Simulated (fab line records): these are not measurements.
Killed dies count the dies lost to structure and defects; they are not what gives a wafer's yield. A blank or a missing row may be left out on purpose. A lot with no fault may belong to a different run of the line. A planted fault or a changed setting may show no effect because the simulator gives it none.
Problem report in the 8D (eight disciplines) form, filled by code    flow n5 finfet    the parts of the form that need people (team, actions taken, sign-off) are left out

## 1. WHAT IS WRONG
Mean of power w at N5_BEOL_M9_STRIP_36: 473.2 W across 6 wafers in 2 lots; on wafers with no fault it is 449.9 W (standard deviation 1.4). Relative to the usual mean, that is a shift of +17 standard deviations.
The step: strips in N2/H2.
First observed at day 14 20:16: wafer L339.2, on rie diel-03. The record holds 18 wafers of 6 lots with a number at this step. By rule, "out" or "out of limits" means more than 4 standard deviations away from the usual mean. The other wafers with a number count as sound.

## 2. WHAT IT IS, WHAT IT ISN'T
question                     is                      is not
which readings at this step  power w                 drypump motor current A, h2 flow sccm, oes product au, showerhead plenum p Torr, throttle valve pct
which lots                   L339, L340              L324, L327, L342, L344
which wafers of those lots   all that have a number  -
read on which tools          rie diel-03             rie diel-01, rie diel-02
when                         from day 14 20:16       up to then (6 sound wafers); but 6 sound wafers of L342, L344 came after

## 3. WHAT RULES OUT EACH SUSPECT
Counting: a tool at any process step up to the reading remains a suspect when it ran all the lots that are out and ran no sound lot after the first of those.
- rie diel-03 at N5_BEOL_M9_DESCUM_33 (chemistry O2, time 7 s): kept. It ran every lot that is out, first L339 (day 14 20:02), and no sound lot after that; its last sound lot up to then is L327 (day 11 03:03).
- rie diel-03 at N5_BEOL_M9_ETCH_65 (etches SiARC in CF4, target depth 15.6 nm, time 26 s): kept. It ran every lot that is out, first L339 (day 14 20:05), and no sound lot after that; its last sound lot up to then is L327 (day 11 03:06).
- rie diel-03 at N5_BEOL_M9_ETCH_66 (etches SOC in N2/H2, target depth 80 nm, overetch 16 nm, time 120 s): kept. It ran every lot that is out, first L339 (day 14 20:07), and no sound lot after that; its last sound lot up to then is L327 (day 11 03:08).
- rie diel-03 at N5_BEOL_M9_VIA_ETCH_34 (etches SiCOH lowk in C4F6/O2, target depth 182.4 nm, time 68.4 s): kept. It ran every lot that is out, first L339 (day 14 20:13), and no sound lot after that; its last sound lot up to then is L327 (day 11 03:14).
- rie diel-03 at N5_BEOL_M9_STRIP_36 (strips in N2/H2): kept. It ran every lot that is out, first L339 (day 14 20:16), and no sound lot after that; its last sound lot up to then is L327 (day 11 03:17). Its own readings are out on those wafers: power w.
Left after counting: rie diel-03 at N5_BEOL_M9_DESCUM_33, rie diel-03 at N5_BEOL_M9_ETCH_65, rie diel-03 at N5_BEOL_M9_ETCH_66, rie diel-03 at N5_BEOL_M9_VIA_ETCH_34, rie diel-03 at N5_BEOL_M9_STRIP_36.

## 4. THE CAUSE (what the simulator had put in)
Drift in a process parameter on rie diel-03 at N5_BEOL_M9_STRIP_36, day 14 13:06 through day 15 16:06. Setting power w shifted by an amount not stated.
5 suspects survive the count, and this tool is in that group.

## 5. THE EFFECT CHAIN, in route order
One row per reading whose mean, taken over the struck wafers that have a number, lies over 3 standard deviations from the usual. Only readings for which the record gives a usual standard deviation are gone through. hours: the time from each lot's start at the first step in this table that gives one to its start at this step, as a median over the lots. sigmas: the change in usual standard deviations.
hours  step                 reading  usual    on struck wafers  change  sigmas
0      N5_BEOL_M9_STRIP_36  power w  449.9 W  473.2             +23.3   +17
Here are the process steps it includes:
- N5_BEOL_M9_STRIP_36: strips in N2/H2.

## 6. HOW IT WOULD HAVE BEEN CAUGHT EARLIER
In this record no reading fell out of limits until day 14 20:16, 7 hours after the fault had begun at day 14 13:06.
